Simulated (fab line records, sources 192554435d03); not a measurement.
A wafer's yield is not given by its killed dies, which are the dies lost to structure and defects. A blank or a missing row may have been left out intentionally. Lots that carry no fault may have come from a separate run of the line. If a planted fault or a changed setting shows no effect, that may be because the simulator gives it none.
What tool caused it? | flow n5 finfet | Sampling: 24 lots, 72 wafers, 6 of 1938 route steps

WHAT THE GAUGES READ, wafer by wafer
N5_BEOL_M11_CD_MEAS_35 targets a cd of 70 nm. Usual: 70.0 nm for cd nm, sd 0.66.
lot  | measured     | on        | cd nm (nm)     | flag
L076 | day 11 06:15 | cd sem-03 | 70.9 71.4 69.5 |
L074 | day 11 06:34 | cd sem-01 | 69.8 70.2 69.1 |
L075 | day 11 09:42 | cd sem-02 | 69.6 70.2 68.9 |
L077 | day 11 21:32 | cd sem-01 | 69.8 72.0 70.7 |
L078 | day 11 22:04 | cd sem-03 | 70.4 70.3 70.8 |
L079 | day 11 22:14 | cd sem-03 | 70.8 69.6 70.7 |
L081 | day 12 06:45 | cd sem-03 | 69.5 69.4 69.9 |
L080 | day 12 11:13 | cd sem-01 | 69.4 70.0 69.4 |
L082 | day 12 17:12 | cd sem-01 | 70.4 68.9 69.8 |
L083 | day 13 01:16 | cd sem-02 | 70.3 70.5 69.9 |
L085 | day 13 12:31 | cd sem-03 | 69.8 68.9 69.2 |
L084 | day 13 09:29 | cd sem-03 | 70.9 70.5 70.3 |
L087 | day 14 02:32 | cd sem-03 | 69.8 69.7 69.3 |
L089 | day 14 16:16 | cd sem-03 | 70.4 70.3 70.0 |
L088 | day 14 19:54 | cd sem-01 | 70.6 69.4 70.5 |
L086 | day 14 20:17 | cd sem-03 | 68.9 68.5 69.9 |
L090 | day 15 01:20 | cd sem-01 | 70.8 69.8 69.9 |
L093 | day 16 13:56 | cd sem-03 | 70.5 70.1 70.2 |
L091 | day 16 08:46 | cd sem-02 | 70.0 69.9 70.1 |
L092 | day 16 14:00 | cd sem-03 | 70.5 68.8 70.6 |
L094 | day 16 15:41 | cd sem-02 | 70.2 69.2 70.7 |
L095 | day 17 14:58 | cd sem-01 | 71.0 70.6 71.0 |
L096 | day 17 15:25 | cd sem-01 | 70.3 70.7 69.7 |
L097 | day 17 18:13 | cd sem-02 | 68.6 70.4 70.2 |

N5_BEOL_M12_THK_MEAS_01. Usual: M12_ILD_THK typically reads 658 nm, with standard deviation 9.2.
lot  | measured     | on            | M12_ILD_THK (nm) | flag
L076 | day 11 09:20 | film metro-02 | 653 654 672      |
L074 | day 11 09:49 | film metro-01 | 660 651 668      |
L075 | day 11 12:34 | film metro-02 | 652 643 655      |
L077 | day 12 00:35 | film metro-02 | 655 674 667      |
L078 | day 12 01:41 | film metro-01 | 656 659 668      |
L079 | day 12 02:10 | film metro-02 | 663 663 681      |
L081 | day 12 10:35 | film metro-02 | 657 679 659      |
L080 | day 12 18:19 | film metro-01 | 656 653 666      |
L082 | day 12 20:25 | film metro-01 | 656 658 666      |
L083 | day 13 04:21 | film metro-01 | 647 655 649      |
L085 | day 13 15:00 | film metro-02 | 654 663 653      |
L084 | day 13 12:09 | film metro-01 | 656 662 658      |
L087 | day 14 06:17 | film metro-02 | 660 657 654      |
L089 | day 14 21:23 | film metro-01 | 641 638 643      |
L088 | day 14 23:02 | film metro-02 | 661 662 667      |
L086 | day 15 00:10 | film metro-02 | 642 663 655      |
L090 | day 15 06:49 | film metro-02 | 651 665 666      |
L093 | day 16 16:40 | film metro-02 | 662 669 672      |
L091 | day 16 11:36 | film metro-02 | 655 657 638      |
L092 | day 16 16:20 | film metro-02 | 656 655 664      |
L094 | day 16 21:29 | film metro-02 | 649 649 657      |
L095 | day 17 19:10 | film metro-01 | 647 655 650      |
L096 | day 17 19:58 | film metro-01 | 651 652 647      |
L097 | day 17 20:35 | film metro-02 | 656 650 644      |

EACH LOT AND THE TOOL THAT RAN IT (in order: tool; ch and the chambers of the sampled wafers; start)
lot  | N5_BEOL_M9_SPUTTER_48        | N5_BEOL_M9_CMP_52             | N5_BEOL_M10_STRIP_67               | N5_BEOL_M11_DESCUM_33
L076 | pvd sputter-01, day 10 09:04 | cmp-01 ch 0,2,3, day 10 09:56 | rie diel-04 ch 0,1,3, day 10 13:07 | rie diel-02 ch 2,3, day 11 05:36
L074 | pvd sputter-02, day 10 09:53 | cmp-01 ch 0,3, day 10 10:43   | rie diel-06 ch 1,3, day 10 14:23   | rie diel-03 ch 0,1,2, day 11 05:55
L075 | pvd sputter-03, day 10 21:01 | cmp-04 ch 1,2, day 10 21:47   | rie diel-06 ch 0,3, day 11 00:38   | rie diel-02 ch 1,2, day 11 09:02
L077 | pvd sputter-02, day 11 10:41 | cmp-02 ch 1,2,3, day 11 11:29 | rie diel-05 ch 0,1,2, day 11 13:40 | rie diel-02 ch 2,3, day 11 20:53
L078 | pvd sputter-03, day 11 11:42 | cmp-02 ch 1,2,3, day 11 12:16 | rie diel-05 ch 0,2, day 11 14:25   | rie diel-03 ch 1,2, day 11 21:24
L079 | pvd sputter-03, day 11 11:54 | cmp-02 ch 0,1,2, day 11 12:31 | rie diel-05 ch 0,1,2, day 11 14:50 | rie diel-01 ch 1,3, day 11 21:35
L081 | pvd sputter-01, day 11 18:52 | cmp-02 ch 0,1,3, day 11 19:25 | rie diel-05 ch 0,3, day 11 21:28   | rie diel-02 ch 0,1,3, day 12 06:05
L080 | pvd sputter-01, day 11 19:23 | cmp-02 ch 0,1,2, day 11 19:58 | rie diel-05 ch 1,2,3, day 11 21:47 | rie diel-03 ch 1,2,3, day 12 10:34
L082 | pvd sputter-03, day 11 21:19 | cmp-04 ch 1,2,3, day 11 21:55 | rie diel-04 ch 0,1,2, day 12 01:37 | rie diel-02 ch 2,3, day 12 16:32
L083 | pvd sputter-02, day 12 07:49 | cmp-04 ch 0,1,2, day 12 08:38 | rie diel-06 ch 1,2, day 12 15:40   | rie diel-02 ch 0,3, day 13 00:36
L085 | pvd sputter-03, day 12 16:54 | cmp-02 ch 0,2,3, day 12 17:26 | rie diel-05 ch 0,1,2, day 12 20:37 | rie diel-02 ch 1,2, day 13 11:52
L084 | pvd sputter-02, day 12 19:01 | cmp-04 ch 0,2,3, day 12 19:37 | rie diel-05 ch 0,3, day 12 23:05   | rie diel-02 ch 1,2,3, day 13 08:49
L087 | pvd sputter-03, day 13 14:14 | cmp-02 ch 1,2,3, day 13 15:07 | rie diel-05 ch 1,2,3, day 13 17:07 | rie diel-02 ch 0,1,2, day 14 01:53
L089 | pvd sputter-01, day 14 01:17 | cmp-04 ch 0,1,2, day 14 02:00 | rie diel-06 ch 0,1,2, day 14 05:05 | rie diel-03 ch 0,1,3, day 14 15:37
L088 | pvd sputter-01, day 14 06:08 | cmp-04 ch 0,2,3, day 14 06:51 | rie diel-06 ch 1,2, day 14 09:41   | rie diel-01 ch 0,1,3, day 14 19:15
L086 | pvd sputter-03, day 14 06:18 | cmp-02 ch 1,3, day 14 07:17   | rie diel-04 ch 0,1,3, day 14 10:30 | rie diel-03 ch 0,2,3, day 14 19:36
L090 | pvd sputter-03, day 14 13:26 | cmp-01 ch 1,3, day 14 14:06   | rie diel-04 ch 0,3, day 14 17:13   | rie diel-02 ch 2,3, day 15 00:41
L093 | pvd sputter-02, day 15 17:11 | cmp-02 ch 0,1,2, day 15 17:49 | rie diel-04 ch 1,2,3, day 15 21:32 | rie diel-03 ch 0,1, day 16 13:17
L091 | pvd sputter-02, day 15 17:46 | cmp-01 ch 0,2,3, day 15 18:22 | rie diel-06 ch 0,2,3, day 15 22:05 | rie diel-01 ch 0,3, day 16 08:07
L092 | pvd sputter-02, day 15 22:02 | cmp-02 ch 2,3, day 15 22:52   | rie diel-06 ch 2,3, day 16 01:07   | rie diel-02 ch 0,1, day 16 13:20
L094 | pvd sputter-03, day 16 00:52 | cmp-04 ch 1,3, day 16 01:26   | rie diel-05 ch 0,2, day 16 04:13   | rie diel-03 ch 1,2,3, day 16 15:02
L095 | pvd sputter-02, day 16 22:04 | cmp-04 ch 0,1,3, day 16 22:35 | rie diel-05 ch 0,1,2, day 17 00:35 | rie diel-02 ch 0,1,2, day 17 14:19
L096 | pvd sputter-02, day 16 22:08 | cmp-01 ch 1,2,3, day 16 22:49 | rie diel-06 ch 0,1,2, day 17 00:45 | rie diel-03 ch 0,1,3, day 17 14:46
L097 | pvd sputter-01, day 17 00:05 | cmp-02 ch 0,1,3, day 17 00:41 | rie diel-06 ch 0,1,3, day 17 04:11 | rie diel-03 ch 0,1,2, day 17 17:34
- N5_BEOL_M9_SPUTTER_48: material Cu, target thk 12 nm, time 2 s.
- N5_BEOL_M9_CMP_52: polishes, stops on SiCOH lowk, t overpolish 7 s, target thk 140 nm.
- N5_BEOL_M10_STRIP_67: strips in CF4.
- N5_BEOL_M11_DESCUM_33: chemistry O2, time 7.9 s.

AS READ BY THE TOOLS THEMSELVES (means over the sampled wafers that have a number; for cases with no such wafer, the mark the record gives instead)
N5_BEOL_M9_SPUTTER_48. Usual: 30.3 % for throttle valve pct, sd 1.2.
lot  | tool           | throttle valve pct (%) | flag
L076 | pvd sputter-01 | 30.7                   |
L074 | pvd sputter-02 | 29.1                   |
L075 | pvd sputter-03 | 30.6                   |
L077 | pvd sputter-02 | 29.0                   |
L078 | pvd sputter-03 | 30.4                   |
L079 | pvd sputter-03 | 31.4                   |
L081 | pvd sputter-01 | 30.8                   |
L080 | pvd sputter-01 | 31.1                   |
L082 | pvd sputter-03 | 31.3                   |
L083 | pvd sputter-02 | 28.8                   |
L085 | pvd sputter-03 | 31.6                   |
L084 | pvd sputter-02 | 29.4                   |
L087 | pvd sputter-03 | 30.5                   |
L089 | pvd sputter-01 | 30.9                   |
L088 | pvd sputter-01 | 31.2                   |
L086 | pvd sputter-03 | 30.2                   |
L090 | pvd sputter-03 | 31.1                   |
L093 | pvd sputter-02 | 29.2                   |
L091 | pvd sputter-02 | 29.2                   |
L092 | pvd sputter-02 | 29.0                   |
L094 | pvd sputter-03 | 30.4                   |
L095 | pvd sputter-02 | 29.0                   |
L096 | pvd sputter-02 | 29.4                   |
L097 | pvd sputter-01 | 30.9                   |

N5_BEOL_M9_CMP_52. Usual: barrier field endpoint s 28.9 s, standard deviation 0.82; clearing platen down force psi 1.4998 psi, standard deviation 0.0027; edge zone pressure frac 1.000, standard deviation 0.005; head pressure psi 1.0000 psi, standard deviation 0.0022; motor current A 6.1 A, standard deviation 0.55; overpolish run s 7.001 s, standard deviation 0.0097; platen rpm 49.99 rpm, standard deviation 0.041; time to endpoint s 65 s, standard deviation 3.1.
lot  | tool   | barrier field endpoint s (s) | clearing platen down force psi (psi) | edge zone pressure frac | head pressure psi (psi) | motor current A (A) | overpolish run s (s) | platen rpm (rpm) | time to endpoint s (s) | flag
L076 | cmp-01 | 28.3                         | 1.4991                               | 0.998                   | 1.0005                  | 5.6                 | 7.004                | 50.00            | 66                     |
L074 | cmp-01 | 29.4                         | 1.4968                               | 1.003                   | 1.0017                  | 6.0                 | 6.997                | 50.03            | 68                     |
L075 | cmp-04 | 27.5                         | 1.4994                               | 1.001                   | 1.0010                  | 6.8                 | 7.004                | 49.98            | 62                     |
L077 | cmp-02 | 28.8                         | 1.4978                               | 0.997                   | 1.0013                  | 5.8                 | 6.999                | 50.01            | 65                     |
L078 | cmp-02 | 28.8                         | 1.5001                               | 1.001                   | 0.9995                  | 5.9                 | 7.004                | 50.01            | 65                     |
L079 | cmp-02 | 28.1                         | 1.4971                               | 0.999                   | 0.9996                  | 6.1                 | 6.998                | 50.01            | 64                     |
L081 | cmp-02 | 28.9                         | 1.5015                               | 1.001                   | 0.9990                  | 6.1                 | 7.011                | 50.00            | 64                     |
L080 | cmp-02 | 29.2                         | 1.4976                               | 1.001                   | 0.9979                  | 6.0                 | 7.001                | 49.97            | 64                     |
L082 | cmp-04 | 27.9                         | 1.5032                               | 0.999                   | 0.9973                  | 6.8                 | 7.007                | 50.04            | 63                     |
L083 | cmp-04 | 28.6                         | 1.5000                               | 1.000                   | 0.9997                  | 6.4                 | 7.009                | 49.96            | 64                     |
L085 | cmp-02 | 30.9                         | 1.5003                               | 1.002                   | 1.0002                  | 6.2                 | 6.995                | 49.94            | 71                     |
L084 | cmp-04 | 28.5                         | 1.4999                               | 0.997                   | 1.0015                  | 6.4                 | 7.000                | 50.02            | 62                     |
L087 | cmp-02 | 29.8                         | 1.4983                               | 1.003                   | 1.0002                  | 5.8                 | 6.994                | 49.99            | 69                     |
L089 | cmp-04 | 29.2                         | 1.4997                               | 1.000                   | 0.9995                  | 6.5                 | 6.998                | 49.96            | 65                     |
L088 | cmp-04 | 28.4                         | 1.5024                               | 0.997                   | 0.9998                  | 6.3                 | 7.003                | 50.02            | 65                     |
L086 | cmp-02 | 28.4                         | 1.4998                               | 1.003                   | 1.0008                  | 5.6                 | 7.007                | 49.95            | 66                     |
L090 | cmp-01 | 30.1                         | 1.5014                               | 0.999                   | 0.9999                  | 6.0                 | 6.990                | 50.00            | 69                     |
L093 | cmp-02 | 29.1                         | 1.4992                               | 1.003                   | 0.9978                  | 6.0                 | 6.995                | 50.00            | 64                     |
L091 | cmp-01 | 28.8                         | 1.5001                               | 0.998                   | 0.9995                  | 5.6                 | 6.993                | 49.99            | 65                     |
L092 | cmp-02 | 29.5                         | 1.5013                               | 1.003                   | 1.0011                  | 5.9                 | 7.012                | 49.99            | 69                     |
L094 | cmp-04 | 28.6                         | 1.4972                               | 1.003                   | 0.9993                  | 6.5                 | 7.006                | 49.99            | 64                     |
L095 | cmp-04 | 28.1                         | 1.4985                               | 1.001                   | 1.0003                  | 6.1                 | 6.989                | 50.00            | 64                     |
L096 | cmp-01 | 28.6                         | 1.5007                               | 0.998                   | 1.0008                  | 5.9                 | 6.996                | 49.98            | 66                     |
L097 | cmp-02 | 28.5                         | 1.4994                               | 1.000                   | 1.0009                  | 5.8                 | 7.002                | 49.98            | 66                     |

N5_BEOL_M10_STRIP_67. Usual: drypump motor current A 5.6 A, standard deviation 0.49; oes product au 0.81 a.u., standard deviation 0.082; rf vpp V 271.3 V, standard deviation 1.7; showerhead plenum p Torr 1.81 Torr, standard deviation 0.07; throttle valve pct 13.54 %, standard deviation 0.24.
lot  | tool        | drypump motor current A (A) | oes product au (a.u.) | rf vpp V (V) | showerhead plenum p Torr (Torr) | throttle valve pct (%) | flag
L076 | rie diel-04 | 5.5                         | 0.76                  | 270.5        | 1.80                            | 13.57                  |
L074 | rie diel-06 | 5.9                         | 0.76                  | 269.8        | 1.78                            | 13.70                  |
L075 | rie diel-06 | 6.0                         | 0.80                  | 272.3        | 1.88                            | 13.69                  |
L077 | rie diel-05 | 5.6                         | 0.84                  | 271.1        | 1.81                            | 13.45                  |
L078 | rie diel-05 | 5.6                         | 0.84                  | 271.1        | 1.84                            | 13.38                  |
L079 | rie diel-05 | 5.6                         | 0.84                  | 270.7        | 1.81                            | 13.45                  |
L081 | rie diel-05 | 5.9                         | 0.89                  | 271.5        | 1.79                            | 13.54                  |
L080 | rie diel-05 | 5.3                         | 0.91                  | 272.2        | 1.86                            | 13.40                  |
L082 | rie diel-04 | 5.5                         | 0.76                  | 271.8        | 1.81                            | 13.50                  |
L083 | rie diel-06 | 5.2                         | 0.88                  | 270.6        | 1.76                            | 13.26                  |
L085 | rie diel-05 | 5.6                         | 0.83                  | 271.8        | 1.81                            | 13.46                  |
L084 | rie diel-05 | 6.1                         | 0.79                  | 269.0        | 1.75                            | 13.62                  |
L087 | rie diel-05 | 5.3                         | 0.88                  | 272.2        | 1.85                            | 13.43                  |
L089 | rie diel-06 | 5.5                         | 0.83                  | 272.2        | 1.80                            | 13.50                  |
L088 | rie diel-06 | 5.2                         | 0.85                  | 270.6        | 1.75                            | 13.28                  |
L086 | rie diel-04 | 5.5                         | 0.73                  | 271.1        | 1.79                            | 13.63                  |
L090 | rie diel-04 | 5.1                         | 0.76                  | 270.2        | 1.77                            | 13.61                  |
L093 | rie diel-04 | 5.8                         | 0.72                  | 270.8        | 1.78                            | 13.74                  |
L091 | rie diel-06 | 5.6                         | 0.81                  | 271.9        | 1.84                            | 13.53                  |
L092 | rie diel-06 | 5.3                         | 0.84                  | 271.1        | 1.80                            | 13.31                  |
L094 | rie diel-05 | 6.0                         | 0.75                  | 269.4        | 1.76                            | 13.58                  |
L095 | rie diel-05 | 5.6                         | 0.79                  | 271.2        | 1.80                            | 13.54                  |
L096 | rie diel-06 | 5.5                         | 0.81                  | 270.7        | 1.80                            | 13.54                  |
L097 | rie diel-06 | 5.9                         | 0.75                  | 272.4        | 1.82                            | 13.79                  |

N5_BEOL_M11_DESCUM_33. Usual: drypump motor current A 5.9 A, standard deviation 0.51; oes product au 0.78 a.u., standard deviation 0.094; rf fwd power W 49.46 W, standard deviation 0.24; rf vpp V 242.9 V, standard deviation 1.3; showerhead plenum p Torr 2.07 Torr, standard deviation 0.071; throttle valve pct 20.42 %, standard deviation 0.26.
lot  | tool        | drypump motor current A (A) | oes product au (a.u.) | rf fwd power W (W) | rf vpp V (V) | showerhead plenum p Torr (Torr) | throttle valve pct (%) | flag
L076 | rie diel-02 | 6.4                         | 0.85                  | 49.45              | 242.2        | 2.02                            | 20.44                  |
L074 | rie diel-03 | 5.6                         | 0.73                  | 49.64              | 242.6        | 2.11                            | 20.43                  |
L075 | rie diel-02 | 5.6                         | 0.78                  | 49.24              | 242.1        | 2.00                            | 20.66                  |
L077 | rie diel-02 | 6.3                         | 0.84                  | 49.50              | 242.3        | 2.02                            | 20.45                  |
L078 | rie diel-03 | 5.9                         | 0.72                  | 49.67              | 244.1        | 2.11                            | 20.47                  |
L079 | rie diel-01 | 5.5                         | 0.89                  | 49.49              | 242.9        | 2.11                            | 20.05                  |
L081 | rie diel-02 | 5.7                         | 0.75                  | 49.25              | 241.8        | 2.00                            | 20.55                  |
L080 | rie diel-03 | 6.1                         | 0.76                  | 49.45              | 243.6        | 2.12                            | 20.44                  |
L082 | rie diel-02 | 6.3                         | 0.74                  | 49.67              | 242.4        | 2.00                            | 20.55                  |
L083 | rie diel-02 | 6.0                         | 0.74                  | 49.23              | 240.8        | 2.00                            | 20.50                  |
L085 | rie diel-02 | 6.0                         | 0.82                  | 49.49              | 242.1        | 2.01                            | 20.54                  |
L084 | rie diel-02 | 5.9                         | 0.75                  | 49.39              | 242.2        | 1.99                            | 20.61                  |
L087 | rie diel-02 | 5.7                         | 0.81                  | 49.42              | 242.3        | 2.01                            | 20.50                  |
L089 | rie diel-03 | 5.8                         | 0.76                  | 49.42              | 243.6        | 2.11                            | 20.44                  |
L088 | rie diel-01 | 5.9                         | 0.82                  | 49.61              | 243.4        | 2.12                            | 20.09                  |
L086 | rie diel-03 | 5.8                         | 0.76                  | 49.66              | 243.5        | 2.09                            | 20.25                  |
L090 | rie diel-02 | 6.3                         | 0.88                  | 49.60              | 243.7        | 2.10                            | 20.35                  |
L093 | rie diel-03 | 5.3                         | 0.71                  | 49.59              | 243.4        | 2.10                            | 20.46                  |
L091 | rie diel-01 | 6.1                         | 0.79                  | 49.65              | 243.2        | 2.07                            | 20.15                  |
L092 | rie diel-02 | 5.5                         | 0.90                  | 49.16              | 243.4        | 2.10                            | 20.30                  |
L094 | rie diel-03 | 6.1                         | 0.73                  | 49.57              | 243.6        | 2.11                            | 20.50                  |
L095 | rie diel-02 | 5.7                         | 0.89                  | 49.34              | 243.5        | 2.09                            | 20.36                  |
L096 | rie diel-03 | 5.9                         | 0.74                  | 49.59              | 243.8        | 2.11                            | 20.48                  |
L097 | rie diel-03 | 5.6                         | 0.70                  | 49.57              | 243.2        | 2.10                            | 20.49                  |

THE ANSWER, worked out from the rows above alone
Rule: a lot is off if the mean of its wafers that have a number lies more than 3 standard deviations from the usual mean. A lot without any number at a reading at which 4 lots or more have one is off too. Any other lot the step has rows for is counted as sound. After the gauges, taken in route order, come the tools' own readings; for these a lot's mean is taken, as printed above. At the first step where some lot is off, the reading lying furthest off is the one used; lots without a number count as furthest.
None of the lots is off at any reading shown; this tells nothing.

WHAT THE SIMULATOR PUT IN
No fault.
